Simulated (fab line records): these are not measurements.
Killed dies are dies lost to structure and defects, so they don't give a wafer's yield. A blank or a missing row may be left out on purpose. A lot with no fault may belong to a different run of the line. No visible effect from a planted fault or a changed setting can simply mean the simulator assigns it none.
A single fault, viewed from 2 desks || flow n5Finfet || each desk holds nothing but its own numbers, with what lay behind them at the end
Where a reading is given only as a bound, like >300, the bound stands for it, and a mean or a difference that rests on one is marked > or <: the true number lies beyond.

## THE DEFECT DESK
Lot by lot, what the route's inspections counted, given as the mean of those sampled wafers with a number. A lot is out of limits, marked OUT, if its mean lies more than 4 standard deviations from the usual mean; the brackets give that distance.
Columns: A = rawDefectCount at N5_ZERO_LAYER_INSPECT_20, usual 37; B = rawDefectCount at N5_WELL_APT_INSPECT_10, usual 1.9; C = rawDefectCount at N5_WELL_APT_INSPECT_38, usual 14; D = rawDefectCount at N5_PMOS_HMC_CHANNEL_EPI_INSPECT_11, usual 2.0
{"lot": "L212", "first seen here": "day 1 13:23", "A": 38, "B": 2.3, "C": 18, "D": 3.0}
{"lot": "L213", "first seen here": "day 1 19:18", "A": 39, "B": 1.7, "C": 22, "D": 1.0}
{"lot": "L216", "first seen here": "day 2 13:23", "A": 45, "B": 1.3, "C": 21, "D": 2.7}
{"lot": "L220", "first seen here": "day 3 13:26", "A": 44, "B": 2.0, "C": 17, "D": 3.0}
{"lot": "L227", "first seen here": "day 5 07:26", "A": 38, "B": 1.7, "C": "795 (+99 or more) OUT", "D": ">300 (+99 or more) OUT"}
{"lot": "L228", "first seen here": "day 5 13:23", "A": 31, "B": 1.7, "C": "795 (+99 or more) OUT", "D": ">300 (+99 or more) OUT"}
{"lot": "L233", "first seen here": "day 6 19:15", "A": 46, "B": 1.0, "C": 11, "D": 2.3}
{"lot": "L234", "first seen here": "day 7 01:16", "A": 26, "B": 2.7, "C": 19, "D": 2.0}
{"lot": "L235", "first seen here": "day 7 07:44", "A": 31, "B": 1.7, "C": 12, "D": 2.0}
This desk finds L227, L228 out of limits, L227 being first, at day 5 10:55 (rawDefectCount at N5_WELL_APT_INSPECT_38). L212, L213, L216, L220, L233, L234, L235: within limits.

## METROLOGY DESK
What the gauges read, lot by lot, whatever tool the lot ran on: means of the sampled wafers that have a number. A lot is out of limits, marked OUT, if its mean lies more than 4 standard deviations from the usual mean; the brackets give that distance. Readings shown: 7 of its 10, picked as those furthest out on some lot.
Columns: A = IOFF_N at N5_BEOL_M4_RC_MEAS_101, usual 0.16 nA/um; B = IOFF_P at N5_BEOL_M4_RC_MEAS_101, usual 0.22 nA/um; C = ION_P at N5_BEOL_M4_RC_MEAS_101, usual 462 uA/um; D = SS_N at N5_BEOL_M4_RC_MEAS_101, usual 71.6 mV/dec; E = SS_P at N5_BEOL_M4_RC_MEAS_101, usual 73.5 mV/dec; F = VT_N at N5_BEOL_M4_RC_MEAS_101, usual 250 mV; G = VT_P at N5_BEOL_M4_RC_MEAS_101, usual -250 mV
{"lot": "L213", "first seen here": "day 9 10:38", "A": 0.18, "B": 0.22, "C": 462, "D": 72.2, "E": 73.3, "F": 249, "G": -250}
{"lot": "L212", "first seen here": "day 9 11:10", "A": 0.16, "B": 0.27, "C": 470, "D": 70.7, "E": 73.6, "F": 248, "G": -245}
{"lot": "L216", "first seen here": "day 9 15:41", "A": 0.13, "B": 0.16, "C": 448, "D": 71.1, "E": 72.5, "F": 255, "G": -257}
{"lot": "L220", "first seen here": "day 10 22:46", "A": 0.14, "B": 0.21, "C": 464, "D": 71.4, "E": 73.7, "F": 253, "G": -249}
{"lot": "L227", "first seen here": "day 12 19:28", "A": 0.17, "B": 0.22, "C": 458, "D": 71.9, "E": 73.8, "F": 248, "G": -251}
{"lot": "L228", "first seen here": "day 13 03:19", "A": 0.19, "B": 0.27, "C": 462, "D": 72.2, "E": 74.2, "F": 248, "G": -247}
{"lot": "L234", "first seen here": "day 14 07:49", "A": 0.20, "B": 0.27, "C": 467, "D": 72.0, "E": 73.7, "F": 247, "G": -244}
{"lot": "L233", "first seen here": "day 14 14:19", "A": 0.16, "B": 0.22, "C": 466, "D": 71.4, "E": 73.3, "F": 250, "G": -249}
{"lot": "L235", "first seen here": "day 14 16:10", "A": 0.18, "B": 0.24, "C": 465, "D": 71.9, "E": 73.7, "F": 249, "G": -249}
This desk's verdict: no lot among the 9 shows anything out of limits.

## ALL TOGETHER
The defect desk could have raised an alarm at day 5 10:55, on L227, L228.
Metrology desk: nothing out of limits seen.
The metrology desk holds a record of L227, L228, inside its limits.
N5_WELL_APT_STRIP_33 was run on wetBench-05 by each of the lots named.

## WHAT THE SIMULATOR HAD PUT IN
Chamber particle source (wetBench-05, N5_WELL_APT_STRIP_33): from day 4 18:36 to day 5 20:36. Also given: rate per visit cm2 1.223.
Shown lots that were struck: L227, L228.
Hours from the fault's start to each desk's first reading out of limits: the defect desk, 16.
